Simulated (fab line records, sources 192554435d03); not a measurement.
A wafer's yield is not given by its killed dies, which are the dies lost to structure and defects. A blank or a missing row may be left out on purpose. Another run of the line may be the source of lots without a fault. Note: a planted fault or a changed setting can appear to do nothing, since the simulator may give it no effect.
Which tool did it?	flow n5_finfet	36 wafers from 12 lots sampled at 3 of the route's 1938 steps

WHAT THE GAUGES SHOWED, per wafer
N5_BEOL_M9_CD_MEAS_28: target cd 70 nm.
lot	measured	on	cd_nm (nm)
L075	day 10 19:31	cd_sem-03	70.08 70.19 70.17
L077	day 12 23:06	cd_sem-03	70.22 70.02 70.14
L080	day 13 17:26	cd_sem-02	69.85 69.84 70.25
L082	day 14 09:40	cd_sem-02	70.19 70.25 70.04
L084	day 15 06:39	cd_sem-03	69.86 69.77 69.77
L087	day 15 09:42	cd_sem-02	70.07 70.48 70.30
L076	day 15 20:06	cd_sem-01	69.78 69.61 69.60
L090	day 16 03:46	cd_sem-01	70.14 70.31 70.11
L088	day 16 20:28	cd_sem-01	69.98 69.92 70.07
L094	day 17 03:18	cd_sem-01	70.07 69.80 70.05
L095	day 17 05:40	cd_sem-02	70.28 70.42 70.55
L097	day 17 15:17	cd_sem-01	70.29 69.94 70.03

TOOL THAT RAN EACH LOT (tool first, then ch and the chambers of the sampled wafers, then the start)
lot	N5_BEOL_M9_DESCUM_16	N5_BEOL_M9_STRIP_19
L075	rie_diel-02 ch 1,2,3, day 10 17:11	rie_diel-06 ch 0,1,3, day 10 17:38
L077	rie_diel-04 ch 0,2,3, day 12 21:17	rie_diel-04 ch 0,2,3, day 12 21:40
L080	rie_diel-04 ch 0,1, day 13 15:33	rie_diel-04 ch 0,1,2, day 13 15:56
L082	rie_diel-06 ch 0,1,2, day 14 08:17	rie_diel-04 ch 0,2, day 14 08:50
L084	rie_diel-06 ch 0,1,3, day 15 04:50	rie_diel-04 ch 0,2,3, day 15 05:44
L087	rie_diel-06 ch 0,3, day 15 08:04	rie_diel-02 ch 0,1,3, day 15 08:28
L076	rie_diel-04 ch 0,1,3, day 15 18:17	rie_diel-04 ch 0,1,3, day 15 18:40
L090	rie_diel-02 ch 0,1,3, day 16 01:35	rie_diel-06 ch 1,2, day 16 01:58
L088	rie_diel-02 ch 0,1,2, day 16 19:40	rie_diel-02 ch 0,1,2, day 16 20:03
L094	rie_diel-02 ch 0,1,3, day 17 00:26	rie_diel-02 ch 0,2,3, day 17 01:05
L095	rie_diel-06 ch 0,3, day 17 04:38	rie_diel-06 ch 0,1, day 17 05:07
L097	rie_diel-02 ch 1,2, day 17 09:41	rie_diel-02 ch 0,1, day 17 10:04
- N5_BEOL_M9_DESCUM_16: chemistry O2, time 7.9 s.
- N5_BEOL_M9_STRIP_19: strips in O2.

THE ANSWER, worked out from the rows above alone
Rule: the lots themselves supply what counts as usual. The widest of any qualifying gaps counts: lots, ordered by their means at a reading, are off when they make up no more than a third of the lots, leave a main group of 4 or more, and stand apart from it by 3 or more times the standard deviation of that group's means. A main group is skipped when, at the precision printed for the reading in the tables above, its means are all equal. A lot without any number at a reading at which 4 lots or more have one is off too. The other lots that the step has rows for count as sound.
No lot is off at any reading shown: from this, nothing can be told.

WHAT THE SIMULATOR HAD INSERTED
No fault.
